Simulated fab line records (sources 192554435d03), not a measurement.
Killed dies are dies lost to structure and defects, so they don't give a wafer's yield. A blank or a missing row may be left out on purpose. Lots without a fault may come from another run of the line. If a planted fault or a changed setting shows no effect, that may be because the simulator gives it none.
Which tool is to blame?    flow n5Finfet    Sampling: 6 lots, 18 wafers, 2 of 1938 route steps

== WHAT EACH GAUGE READ, for each wafer ==
N5_MIM_TOP_LITHO_CD_MEAS_08: the cd target is 2000 nm.
lot   measured      on        cdNm (nm)
L667  day 12 06:26  cdSem-03  2003.0 2000.4 2000.2
L670  day 12 19:19  cdSem-01  1999.9 1999.7 2001.0
L677  day 15 08:07  cdSem-02  1998.0 1998.7 1996.4
L678  day 15 03:17  cdSem-01  2004.3 2002.5 2003.8
L680  day 15 13:16  cdSem-02  2002.0 2003.9 2000.5
L683  day 16 16:52  cdSem-03  2003.6 2003.6 2002.8

== WHICH TOOL RAN EACH LOT (tool, then ch and the chambers of the sampled wafers, then the start) ==
lot   N5_BEOL_M0_SAQP_PECVD_97
L667  pecvd-03 ch 0,1, day 6 02:02
L670  pecvd-01 ch 0,2, day 6 16:22
L677  pecvd-04 ch 1,2, day 8 16:02
L678  pecvd-01 ch 0,2, day 8 23:01
L680  pecvd-04 ch 0,1,2, day 9 09:08
L683  pecvd-04 ch 0,1,2, day 10 05:28
- N5_BEOL_M0_SAQP_PECVD_97: deposits SiNx from SiH4/NH3/N2, target thk 23 nm, time 19.9 s.

== THE ANSWER, worked out from the rows above alone ==
Rule: the usual values come from the lots themselves. The widest of any qualifying gaps counts: lots, ordered by their means at a reading, are off when they make up no more than a third of the lots, leave a main group of 4 or more, and stand apart from it by 3 or more times the standard deviation of that group's means. If all means in a main group match to the digits the tables above print for the reading, that group is not used. A lot without any number at a reading at which 4 lots or more have one is off too. Any other lot the step has rows for is counted as sound.
Across all readings shown, no lot is off: no conclusion can be drawn from this.

== WHAT HAD BEEN PUT IN BY THE SIMULATOR ==
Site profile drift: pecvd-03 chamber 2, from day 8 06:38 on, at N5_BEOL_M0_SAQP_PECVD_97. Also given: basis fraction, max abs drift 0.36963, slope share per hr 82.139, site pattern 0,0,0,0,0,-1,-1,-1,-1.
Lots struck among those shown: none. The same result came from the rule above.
